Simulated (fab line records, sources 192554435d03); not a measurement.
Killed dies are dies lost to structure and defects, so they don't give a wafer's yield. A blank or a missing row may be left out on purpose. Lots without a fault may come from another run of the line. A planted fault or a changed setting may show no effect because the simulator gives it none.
Split-lot experiment | flow n5_finfet | 7 lots, 21 wafers read, on a route of 1938 steps

THE SPLIT
At N5_MOL_CONTACT_COAG_EXPOSE_37 (exposes mask VD, defocus 0 nm), the setting dose_mj was moved away from the recipe's 62 on 6 of the 21 wafers read, by -6.8% to +4.3%. The other wafers ran this setting at the recipe's value.

FROM THE SPLIT TO THE READING: what the file shows between them, 14 steps
- N5_MOL_CONTACT_COAG_PEB_38: peb time 60 s
- N5_MOL_CONTACT_COAG_DEVELOP_39: develop time 30 s
- N5_MOL_CONTACT_COAG_ALD_133: deposits SiO2, target thk 5 nm, pulse time 1 s, co reactant pulse time 1 s
- N5_MOL_CONTACT_COAG_ETCHBACK_134: etches SiO2 in CHF3, target depth 10 nm, time 6.7 s
- N5_MOL_CONTACT_COAG_ETCH_67: etches SOC in N2/H2, target depth 60 nm, overetch 21 nm, time 101.2 s
- N5_MOL_CONTACT_COAG_STRIP_68: strips in N2/H2
- N5_MOL_CONTACT_COAG_STRIP_69: strips in N2/H2
- N5_MOL_CONTACT_COAG_ETCHBACK_136: etches SiO2 in CHF3, target depth 25 nm, time 16.7 s
- N5_MOL_CONTACT_COAG_STRIP_120: strips in CHF3
- N5_MOL_CONTACT_COAG_VIA_ETCH_117: etches SiO2 in C4F6/O2, target depth 40 nm, overetch 8 nm, time 26 s
- N5_MOL_CONTACT_COAG_ETCH_124: etches SiNx in CH3F/O2, stops on SiOC, target depth 6.5 nm
- N5_MOL_CONTACT_COAG_ETCH_48: etches SiOC in C4F6/O2, target depth 15 nm, overetch 4.5 nm, time 17 s
- N5_MOL_CONTACT_COAG_PRECLEAN_138: cleans in alkaline clean, time 60 s
- N5_MOL_CONTACT_COAG_SRD_139: time 30 s

THE READING
cd_nm, in nm, at N5_MOL_CONTACT_COAG_CD_MEAS_101 (target cd 16 nm). Fault-free wafers of this fab line usually give 16.1 nm, standard deviation 0.36 nm.

wafer  | tool, chamber at the split | dose_mj as run | against the recipe | cd_nm, nm | against lot-mates on the recipe
L075.1 | euv_scanner-02, 0          | 62             | recipe             | 16.3      | -
L075.3 | euv_scanner-02, 0          | 62             | recipe             | 16.5      | -
L075.6 | euv_scanner-02, 0          | 62             | recipe             | 16.0      | -
L079.2 | euv_scanner-01, 0          | 62             | recipe             | 16.1      | -
L079.3 | euv_scanner-01, 0          | 62             | recipe             | 16.8      | -
L079.5 | euv_scanner-01, 0          | 62             | recipe             | 16.3      | -
L082.1 | euv_scanner-01, 0          | 64.68          | +4.3%              | 16.9      | +0.5
L082.2 | euv_scanner-01, 0          | 62             | recipe             | 16.4      | -
L082.5 | euv_scanner-01, 0          | 62             | recipe             | 16.4      | -
L083.2 | euv_scanner-02, 0          | 57.78          | -6.8%              | 14.8      | -1.5
L083.3 | euv_scanner-02, 0          | 62             | recipe             | 16.3      | -
L083.4 | euv_scanner-02, 0          | 57.78          | -6.8%              | 14.8      | -1.5
L086.2 | euv_scanner-01, 0          | 62             | recipe             | 15.8      | -
L086.5 | euv_scanner-01, 0          | 62             | recipe             | 15.8      | -
L086.6 | euv_scanner-01, 0          | 62             | recipe             | 15.9      | -
L092.2 | euv_scanner-02, 0          | 59.68          | -3.7%              | 15.3      | -0.6
L092.5 | euv_scanner-02, 0          | 62             | recipe             | 15.6      | -
L092.6 | euv_scanner-02, 0          | 62             | recipe             | 16.2      | -
L097.2 | euv_scanner-01, 0          | 62             | recipe             | 15.9      | -
L097.4 | euv_scanner-01, 0          | 58.6           | -5.5%              | 14.7      | -1.2
L097.5 | euv_scanner-01, 0          | 58.6           | -5.5%              | 14.8      | -1.1

THE FIT
A straight line over all 21 wafers: cd_nm changes by +0.214 nm for each +1% of dose_mj; r = +0.91; the points scatter about the line by 0.29 nm.
The same after taking each lot's own level away (the mean of its wafers on the recipe; 21 wafers): +0.198 nm for each +1%; r = +0.94; scatter 0.2 nm.
On that fit, the largest move of dose_mj shifts the reading by 1.3 nm.
The lots' own levels span 15.83 to 16.40 nm, that is 1.6 times the standard deviation above.
So the lot-to-lot level changes the slope little: the two slopes agree.
Check: with one of the wafers moved furthest among these (-6.8%) left out of the fit, the line predicts -1.34 nm for it against its lot-mates. It came out at -1.5 nm against them.

OTHER SPLITS ON THESE WAFERS
These wafers also went through other splits before the reading. Each is held against what the fit with the lots' levels taken away leaves over:
other split on the same wafers       | wafers away from the commonest value | r with cd_nm (lot level and that fit taken away)
N5_HKMG_FIN_COAT_43 spin_rpm         | 4                                    | +0.03
N5_MOL_CONTACT_COAG_ETCH_15 source_w | 7                                    | -0.19
N5_MOL_CONTACT_COAG_ETCH_110 bias_w  | 3                                    | +0.23
N5_MOL_CONTACT_COAG_COAT_62 spin_rpm | 3                                    | -0.08

THE FILE'S OWN FIT
cd_nm changes by +0.194 nm for each +1% of dose_mj, r = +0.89.
